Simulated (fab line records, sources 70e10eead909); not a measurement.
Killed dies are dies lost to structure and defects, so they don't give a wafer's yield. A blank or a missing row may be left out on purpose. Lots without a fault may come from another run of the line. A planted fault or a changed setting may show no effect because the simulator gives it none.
One fault seen from 2 desks | flow nand_harc | each desk has only its own numbers; what lay behind them comes last

THE TOOL OWNER'S DESK: pecvd_onon-03
The tool's own readings at NHARC_A_ONON_D2_DEP_19 (target thk 1000 nm): means of the sampled wafers that have a number, for each lot that ran on this tool. A lot is out of limits, marked OUT, if its mean lies more than 4 standard deviations from the usual mean; the brackets give that distance.
Columns: A = n2_flow_sccm at NHARC_A_ONON_D2_DEP_19, usual 2750 sccm
lot  | first seen here | A
L430 | day 12 20:35    | 2746
L432 | day 13 16:52    | 2749
L438 | day 15 14:47    | 2750
L439 | day 16 17:23    | 2758
L440 | day 17 02:07    | 2750
L443 | day 17 15:28    | 2755
L450 | day 20 19:47    | 2742
L452 | day 21 17:11    | 2753
This desk's finding: nothing out of limits on any of the 8 lots.

THE METROLOGY DESK
What the gauges read, lot by lot, whatever tool the lot ran on: means of the sampled wafers that have a number. A lot is out of limits, marked OUT, if its mean lies more than 4 standard deviations from the usual mean; the brackets give that distance.
Columns: A = thk_nm at NHARC_A_ONON_D2_THK_MEAS_21, usual 999 nm
lot  | first seen here | A
L430 | day 12 21:05    | 992
L431 | day 13 03:53    | 1006
L432 | day 13 17:19    | 1003
L433 | day 14 11:07    | 1007
L438 | day 15 15:11    | 982
L439 | day 16 17:54    | 851 (-13) OUT
L440 | day 17 02:34    | 897 (-9.3) OUT
L443 | day 17 15:55    | 893 (-9.6) OUT
L448 | day 20 20:18    | 1012
L449 | day 20 20:18    | 990
L450 | day 20 20:18    | 1024
L451 | day 21 17:41    | 1015
L452 | day 21 17:41    | 988
L453 | day 22 02:23    | 994
This desk's finding: out of limits on L439, L440, L443; first on L439, day 16 17:54 (thk_nm at NHARC_A_ONON_D2_THK_MEAS_21). In limits: L430, L431, L432, L433, L438, L448, L449, L450, L451, L452, L453.

PUT TOGETHER
The metrology desk could have raised an alarm at day 16 17:54, on L439, L440, L443.
The tool owner's desk saw nothing out of limits.
The tool owner's desk has L439, L440, L443 on record, within its limits.
Of the lots named, all ran NHARC_A_ONON_D2_DEP_19 on pecvd_onon-03.

WHAT THE SIMULATOR HAD PUT IN
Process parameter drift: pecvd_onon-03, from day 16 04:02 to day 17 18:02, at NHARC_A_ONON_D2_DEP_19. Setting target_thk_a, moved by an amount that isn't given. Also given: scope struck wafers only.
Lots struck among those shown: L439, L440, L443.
Hours from the fault's start to each desk's first reading out of limits: the metrology desk, 14.
